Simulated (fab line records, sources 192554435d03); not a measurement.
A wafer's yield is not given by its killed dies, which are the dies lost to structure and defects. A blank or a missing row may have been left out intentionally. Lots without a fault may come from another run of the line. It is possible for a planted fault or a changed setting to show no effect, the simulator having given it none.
Chamber matching + flow n5 finfet + ald sin-03 running N5_FIN_SAQP_SPACER2_ALD_28: 4 sister chambers
The step deposits SiO2, target thk 8.1 nm, pulse time 1 s, purge time 2 s. 4 wafers are shown with their chamber, then 12 later ones without.

== WAFERS PAIRED WITH THEIR CHAMBERS ==
| wafer  | chamber | heater power w (W) |
|--------|---------|--------------------|
| L078.3 | 2       | 513                |
| L088.2 | 1       | 494                |
| L088.5 | 0       | 412                |
| L088.6 | 3       | 438                |

== WAFERS WITHOUT THEIR CHAMBER ==
| wafer  | heater power w (W) |
|--------|--------------------|
| L090.1 | 508                |
| L090.2 | 537                |
| L090.3 | 414                |
| L095.2 | 402                |
| L095.3 | 442                |
| L095.5 | 443                |
| L096.1 | 531                |
| L096.2 | 444                |
| L096.3 | 409                |
| L096.4 | 500                |
| L096.5 | 440                |
| L096.6 | 530                |

== EACH ONE'S CHAMBER ==
| wafer  | from the rows above     | in truth |
|--------|-------------------------|----------|
| L090.1 | can't be placed: 2 or 1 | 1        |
| L090.2 | can't be placed: 2 or 1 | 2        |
| L090.3 | 0                       | 0        |
| L095.2 | 0                       | 0        |
| L095.3 | 3                       | 3        |
| L095.5 | 3                       | 3        |
| L096.1 | can't be placed: 2 or 1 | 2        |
| L096.2 | 3                       | 3        |
| L096.3 | 0                       | 0        |
| L096.4 | can't be placed: 1 or 2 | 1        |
| L096.5 | 3                       | 3        |
| L096.6 | can't be placed: 2 or 1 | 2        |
7 of 12 placed correctly. Not placeable from these rows: 5 (in 5, the candidates include the true chamber). Number placed wrongly: 0.
How it was worked out, from the rows above alone: a wafer's distance from a chamber is the root of the sum, over the readings, of the square of ((its reading less the chamber's mean) divided by the reading's scatter). If the next closest chamber is less than 2 further off than the closest, the wafer can't be placed; otherwise it belongs to the closest. The mean given for a chamber averages the wafers shown for that chamber. The scatter (one wafer shown for each chamber): square how far every hidden wafer sits from the nearest shown wafer, average those squares and take the square root.
